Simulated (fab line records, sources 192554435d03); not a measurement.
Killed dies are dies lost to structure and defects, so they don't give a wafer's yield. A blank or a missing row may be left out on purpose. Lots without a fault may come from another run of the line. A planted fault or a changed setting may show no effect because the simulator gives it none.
Split-lot experiment | flow n5_finfet | 7 lots, 21 wafers read, on a route of 1938 steps

THE SPLIT
At N5_BEOL_M3_EXPOSE_25 (exposes mask V2, defocus 5 nm), the setting dose_mj was moved away from the recipe's 63 on 6 of the 21 wafers read, by -6.5% to -3.5%. The other wafers ran this setting at the recipe's value.

FROM THE SPLIT TO THE READING: what the file shows between them, 2 steps
- N5_BEOL_M3_PEB_26: peb time 60 s
- N5_BEOL_M3_DEVELOP_27: develop time 30 s

THE READING
cd_nm, in nm, at N5_BEOL_M3_CD_MEAS_28 (target cd 25.7 nm, target cd y 23.3 nm). Fault-free wafers of this fab line usually give 25.74 nm, standard deviation 0.23 nm.

wafer  | tool, chamber at the split | dose_mj as run | against the recipe | cd_nm, nm | against lot-mates on the recipe
L075.1 | euv_scanner-01, 0          | 63             | recipe             | 25.90     | -
L075.2 | euv_scanner-01, 0          | 63             | recipe             | 25.71     | -
L075.3 | euv_scanner-01, 0          | 63             | recipe             | 25.93     | -
L076.3 | euv_scanner-02, 0          | 63             | recipe             | 25.42     | -
L076.4 | euv_scanner-02, 0          | 59.65          | -5.3%              | 24.67     | -0.68
L076.6 | euv_scanner-02, 0          | 63             | recipe             | 25.29     | -
L081.1 | euv_scanner-01, 0          | 63             | recipe             | 25.18     | -
L081.2 | euv_scanner-01, 0          | 60.82          | -3.5%              | 25.04     | -0.14
L081.3 | euv_scanner-01, 0          | 60.82          | -3.5%              | 24.86     | -0.32
L083.1 | euv_scanner-01, 0          | 63             | recipe             | 25.80     | -
L083.2 | euv_scanner-01, 0          | 63             | recipe             | 26.03     | -
L083.3 | euv_scanner-01, 0          | 63             | recipe             | 25.99     | -
L086.3 | euv_scanner-01, 0          | 60.73          | -3.6%              | 24.75     | -0.89
L086.4 | euv_scanner-01, 0          | 63             | recipe             | 25.64     | -
L086.6 | euv_scanner-01, 0          | 60.73          | -3.6%              | 24.94     | -0.70
L089.1 | euv_scanner-02, 0          | 63             | recipe             | 25.72     | -
L089.3 | euv_scanner-02, 0          | 63             | recipe             | 25.68     | -
L089.4 | euv_scanner-02, 0          | 63             | recipe             | 25.55     | -
L090.4 | euv_scanner-02, 0          | 63             | recipe             | 25.68     | -
L090.5 | euv_scanner-02, 0          | 63             | recipe             | 26.00     | -
L090.6 | euv_scanner-02, 0          | 58.92          | -6.5%              | 24.43     | -1.41

THE FIT
A straight line over all 21 wafers: cd_nm changes by +0.207 nm for each +1% of dose_mj; r = +0.89; the points scatter about the line by 0.23 nm.
The same after taking each lot's own level away (the mean of its wafers on the recipe; 21 wafers): +0.17 nm for each +1%; r = +0.90; scatter 0.18 nm.
On that fit, the largest move of dose_mj shifts the reading by 1.1 nm.
The lots' own levels span 25.180 to 25.940 nm, that is 3.3 times the standard deviation above.
So the lot-to-lot level changes the slope: the two fits differ.
Check: with one of the wafers moved furthest among these (-6.5%) left out of the fit, the line predicts -0.908 nm for it against its lot-mates. It came out at -1.41 nm against them.

OTHER SPLITS ON THESE WAFERS
These wafers also went through other splits before the reading. Each is held against what the fit with the lots' levels taken away leaves over:
other split on the same wafers    | wafers away from the commonest value | r with cd_nm (lot level and that fit taken away)
N5_BEOL_M0_CUTY_EXPOSE_54 dose_mj | 6                                    | +0.43
N5_BEOL_M0_ETCH_109 bias_w        | 8                                    | -0.31
N5_BEOL_M1_CMP_52 down_force_psi  | 6                                    | -0.42
N5_BEOL_M2_COAT_61 spin_rpm       | 7                                    | +0.11
N5_BEOL_M2_COAT_62 spin_rpm       | 6                                    | +0.01
N5_BEOL_M2_SPUTTER_86 time_s      | 8                                    | -0.32

THE FILE'S OWN FIT
cd_nm changes by +0.172 nm for each +1% of dose_mj, r = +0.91.
